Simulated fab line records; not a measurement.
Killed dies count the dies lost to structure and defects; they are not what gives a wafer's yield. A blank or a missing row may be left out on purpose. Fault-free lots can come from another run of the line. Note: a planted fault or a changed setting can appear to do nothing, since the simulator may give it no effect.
Split-lot trial :: flow n5_finfet :: 7 lots, 21 wafers read, on a route of 1938 steps

== ON THE SPLIT ==
At N5_MOL_CONTACT_COAG_CVD_140 (deposits W, target thk 66.5 nm, time 215 s), the setting target_thk_a was moved away from the recipe's 665 angstrom on 6 of the 21 wafers read, by -9.8% to +7.2%. For the rest of the wafers, this setting stayed at what the recipe calls for.

The split's own step is where the reading is taken.

== THE READING ==
W_of_MOL_CONTACT_COAG_CVD_140.thk_nm (the simulator's own value, which no gauge read), in nm, at N5_MOL_CONTACT_COAG_CVD_140 (deposits W, target thk 66.5 nm, time 215 s). No usual value for it is given in the file. Across the 15 wafers here that went through the recipe, the average is 66.6 nm and the standard deviation 0.46 nm.

wafer: L076.1
tool, chamber at the split: cvd_w-01, 0
target_thk_a as run, angstrom: 665
against the recipe: recipe
W_of_MOL_CONTACT_COAG_CVD_140.thk_nm, nm: 67
against lot-mates on the recipe: -

wafer: L076.3
tool, chamber at the split: cvd_w-01, 0
target_thk_a as run, angstrom: 607.9
against the recipe: -8.6%
W_of_MOL_CONTACT_COAG_CVD_140.thk_nm, nm: 60.6
against lot-mates on the recipe: -6.4

wafer: L076.6
tool, chamber at the split: cvd_w-01, 0
target_thk_a as run, angstrom: 607.9
against the recipe: -8.6%
W_of_MOL_CONTACT_COAG_CVD_140.thk_nm, nm: 61.6
against lot-mates on the recipe: -5.4

wafer: L078.2
tool, chamber at the split: cvd_w-02, 1
target_thk_a as run, angstrom: 665
against the recipe: recipe
W_of_MOL_CONTACT_COAG_CVD_140.thk_nm, nm: 66.8
against lot-mates on the recipe: -

wafer: L078.3
tool, chamber at the split: cvd_w-02, 0,1
target_thk_a as run, angstrom: 665
against the recipe: recipe
W_of_MOL_CONTACT_COAG_CVD_140.thk_nm, nm: 67.2
against lot-mates on the recipe: -

wafer: L078.6
tool, chamber at the split: cvd_w-02, 0,1
target_thk_a as run, angstrom: 665
against the recipe: recipe
W_of_MOL_CONTACT_COAG_CVD_140.thk_nm, nm: 67.2
against lot-mates on the recipe: -

wafer: L080.1
tool, chamber at the split: cvd_w-01, 0
target_thk_a as run, angstrom: 665
against the recipe: recipe
W_of_MOL_CONTACT_COAG_CVD_140.thk_nm, nm: 66.2
against lot-mates on the recipe: -

wafer: L080.5
tool, chamber at the split: cvd_w-01, 0
target_thk_a as run, angstrom: 665
against the recipe: recipe
W_of_MOL_CONTACT_COAG_CVD_140.thk_nm, nm: 66.8
against lot-mates on the recipe: -

wafer: L080.6
tool, chamber at the split: cvd_w-01, 1
target_thk_a as run, angstrom: 713.2
against the recipe: +7.2%
W_of_MOL_CONTACT_COAG_CVD_140.thk_nm, nm: 71.8
against lot-mates on the recipe: +5.3

wafer: L086.1
tool, chamber at the split: cvd_w-02, 0
target_thk_a as run, angstrom: 665
against the recipe: recipe
W_of_MOL_CONTACT_COAG_CVD_140.thk_nm, nm: 67
against lot-mates on the recipe: -

wafer: L086.4
tool, chamber at the split: cvd_w-02, 0
target_thk_a as run, angstrom: 665
against the recipe: recipe
W_of_MOL_CONTACT_COAG_CVD_140.thk_nm, nm: 67.2
against lot-mates on the recipe: -

wafer: L086.6
tool, chamber at the split: cvd_w-02, 1
target_thk_a as run, angstrom: 665
against the recipe: recipe
W_of_MOL_CONTACT_COAG_CVD_140.thk_nm, nm: 66.8
against lot-mates on the recipe: -

wafer: L085.1
tool, chamber at the split: cvd_w-01, 0
target_thk_a as run, angstrom: 665
against the recipe: recipe
W_of_MOL_CONTACT_COAG_CVD_140.thk_nm, nm: 66.2
against lot-mates on the recipe: -

wafer: L085.2
tool, chamber at the split: cvd_w-01, 1
target_thk_a as run, angstrom: 665
against the recipe: recipe
W_of_MOL_CONTACT_COAG_CVD_140.thk_nm, nm: 66.4
against lot-mates on the recipe: -

wafer: L085.4
tool, chamber at the split: cvd_w-01, 0
target_thk_a as run, angstrom: 665
against the recipe: recipe
W_of_MOL_CONTACT_COAG_CVD_140.thk_nm, nm: 66
against lot-mates on the recipe: -

wafer: L093.2
tool, chamber at the split: cvd_w-02, 1
target_thk_a as run, angstrom: 665
against the recipe: recipe
W_of_MOL_CONTACT_COAG_CVD_140.thk_nm, nm: 65.8
against lot-mates on the recipe: -

wafer: L093.5
tool, chamber at the split: cvd_w-02, 1
target_thk_a as run, angstrom: 665
against the recipe: recipe
W_of_MOL_CONTACT_COAG_CVD_140.thk_nm, nm: 66.6
against lot-mates on the recipe: -

wafer: L093.6
tool, chamber at the split: cvd_w-02, 0
target_thk_a as run, angstrom: 708.8
against the recipe: +6.6%
W_of_MOL_CONTACT_COAG_CVD_140.thk_nm, nm: 71.2
against lot-mates on the recipe: +5.0

wafer: L094.1
tool, chamber at the split: cvd_w-02, 1
target_thk_a as run, angstrom: 600
against the recipe: -9.8%
W_of_MOL_CONTACT_COAG_CVD_140.thk_nm, nm: 59.2
against lot-mates on the recipe: -6.8

wafer: L094.4
tool, chamber at the split: cvd_w-02, 1
target_thk_a as run, angstrom: 600
against the recipe: -9.8%
W_of_MOL_CONTACT_COAG_CVD_140.thk_nm, nm: 59
against lot-mates on the recipe: -7.0

wafer: L094.6
tool, chamber at the split: cvd_w-02, 1
target_thk_a as run, angstrom: 665
against the recipe: recipe
W_of_MOL_CONTACT_COAG_CVD_140.thk_nm, nm: 66
against lot-mates on the recipe: -
The file does not say which wafer passed through which chamber wherever a row lists several chambers: such a row stands for several wafers.

FIT RESULTS
A straight line over all 21 wafers: W_of_MOL_CONTACT_COAG_CVD_140.thk_nm changes by +0.712 nm for each +1% of target_thk_a; r = +0.99; the points scatter about the line by 0.52 nm.
The same after taking each lot's own level away (the mean of its wafers on the recipe; 21 wafers): +0.71 nm for each +1%; r = +1.00; scatter 0.28 nm.
According to that fit, moving target_thk_a by its largest amount changes the reading by 6.9 nm.
The lots' own levels span 66.00 to 67.07 nm, that is 2.3 times the standard deviation above.
Hence the lot-to-lot level has little effect on the slope; both slopes agree.
Check: with one of the wafers moved furthest among these (-9.8%) left out of the fit, the line predicts -6.93 nm for it against its lot-mates. Against them it came out at -6.8 nm.

== OTHER SPLITS ON THESE WAFERS ==
Before the reading, these wafers also passed through other splits. Each is held against what the fit with the lots' levels taken away leaves over:
other split on the same wafers: N5_GATE_CUT_DESCUM_18 time_s
wafers away from the commonest value: 6
r with W_of_MOL_CONTACT_COAG_CVD_140.thk_nm (lot level and that fit taken away): +0.15

other split on the same wafers: N5_MOL_CONTACT_COAG_ETCHBACK_135 time_s
wafers away from the commonest value: 8
r with W_of_MOL_CONTACT_COAG_CVD_140.thk_nm (lot level and that fit taken away): +0.03

other split on the same wafers: N5_MOL_CONTACT_COAG_VIA_ETCH_46 bias_w
wafers away from the commonest value: 6
r with W_of_MOL_CONTACT_COAG_CVD_140.thk_nm (lot level and that fit taken away): +0.22

== FILE'S OWN FIT ==
W_of_MOL_CONTACT_COAG_CVD_140.thk_nm changes by +0.714 nm for each +1% of target_thk_a, r = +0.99.
